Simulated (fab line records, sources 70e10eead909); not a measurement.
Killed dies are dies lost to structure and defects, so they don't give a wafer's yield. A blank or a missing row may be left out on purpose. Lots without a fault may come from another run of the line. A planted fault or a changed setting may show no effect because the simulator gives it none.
Which tool did it? | flow nand_harc | 6 lots, 18 wafers sampled, at 4 steps of a route of 1159

WHAT THE GAUGES READ, wafer by wafer
NHARC_END_SORT_01.
lot  | measured     | on        | defect_limited_yield (%)
L802 | day 22 03:57 | prober-02 | 33.7 31.0 31.5
L810 | day 24 01:05 | prober-02 | 96.6 95.6 96.2

WHICH TOOL RAN EACH LOT (tool, then ch and the chambers of the sampled wafers, then the start)
lot  | NHARC_P_BONDPAD_ECD_18         | NHARC_THIN_TSV_CMP_01         | NHARC_THIN_TSV_DEGAS_49
L791 | ecd_cu-02 ch 0,1, day 7 00:30  | cmp-03 ch 0,2,3, day 18 19:32 | pvd_sputter-01, day 18 23:55
L795 | ecd_cu-02 ch 0,1, day 7 11:58  | cmp-04 ch 0,1,3, day 18 20:44 | pvd_sputter-03, day 19 00:46
L796 | ecd_cu-01 ch 0,1, day 7 16:38  | cmp-03 ch 0,1, day 19 06:47   | pvd_sputter-03, day 19 10:53
L802 | ecd_cu-02 ch 0,1, day 9 18:59  | cmp-03 ch 2,3, day 21 10:58   | pvd_sputter-03, day 21 14:57
L810 | ecd_cu-01 ch 0,1, day 11 04:07 | cmp-01 ch 0,2,3, day 23 02:32 | pvd_sputter-02, day 23 06:44
L812 | ecd_cu-01 ch 0,1, day 11 18:22 | cmp-01 ch 0,1, day 23 16:17   | pvd_sputter-02, day 23 20:18
- NHARC_P_BONDPAD_ECD_18: material Cu, target thk 400 nm.
- NHARC_THIN_TSV_CMP_01: polishes.
- NHARC_THIN_TSV_DEGAS_49: time 120 s.

THE ANSWER, worked out from the rows above alone
Rule: what is usual is taken from the lots themselves. Put in order of their means at a reading, lots are off if they are a third of the lots or fewer, leave a main group of 4 or more, and stand apart from it by a gap of 3 or more times the standard deviation of the main group's means; of several such gaps the widest counts. A main group whose means are all the same, to the digits that the tables above print for the reading, isn't used. A lot without any number at a reading at which 4 lots or more have one is off too. The other lots that the step has rows for count as sound.
No lot is off at any reading shown: from this, nothing can be told.

WHAT THE SIMULATOR HAD PUT IN
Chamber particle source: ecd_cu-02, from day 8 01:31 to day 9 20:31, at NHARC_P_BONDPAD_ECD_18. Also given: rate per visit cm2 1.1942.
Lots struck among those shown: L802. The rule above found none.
